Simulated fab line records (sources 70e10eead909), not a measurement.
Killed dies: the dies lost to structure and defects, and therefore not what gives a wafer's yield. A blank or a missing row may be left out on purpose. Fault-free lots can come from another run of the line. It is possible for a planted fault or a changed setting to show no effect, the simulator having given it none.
Chamber matching ; flow nand_harc ; ald_hk-03 running NHARC_A_STAIRCASE_ALD_415: 4 sister chambers
The step deposits SiO2, target thk 30 nm, pulse time 6 s, ald cycles 300. 4 wafers are shown with their chamber, then 8 later ones without.

== EACH WAFER AND ITS CHAMBER ==
wafer;chamber;heater_power_w (W)
L084.6;1;434
L087.2;3;515
L087.5;0;464
L089.2;2;440

== WAFERS WHOSE CHAMBER IS MISSING ==
wafer;heater_power_w (W)
L089.3;474
L089.4;453
L094.1;438
L094.2;428
L094.4;492
L093.1;433
L093.4;498
L093.6;485

== WHICH CHAMBER EACH WENT THROUGH ==
wafer;from the rows above;in truth
L089.3;can't be placed: 0 or 2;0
L089.4;can't be placed: 0 or 2 or 1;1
L094.1;can't be placed: 2 or 1 or 0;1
L094.2;can't be placed: 1 or 2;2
L094.4;can't be placed: 3 or 0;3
L093.1;can't be placed: 1 or 2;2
L093.4;can't be placed: 3 or 0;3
L093.6;can't be placed: 0 or 3 or 2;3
Correctly placed: 0 of 8. Unplaceable from these rows: 8, with the true chamber sitting among the candidates in 8. Wrongly placed: 0.
How it was worked out, from the rows above alone: a wafer's distance from a chamber is the root of the sum, over the readings, of the square of ((its reading less the chamber's mean) divided by the reading's scatter). The wafer belongs to the nearest chamber; if the next one is less than 2 further off, it can't be placed. A chamber's mean is the mean of its shown wafers. The scatter: root of mean squared gap, hidden wafer to nearest shown wafer, with one shown wafer a chamber.
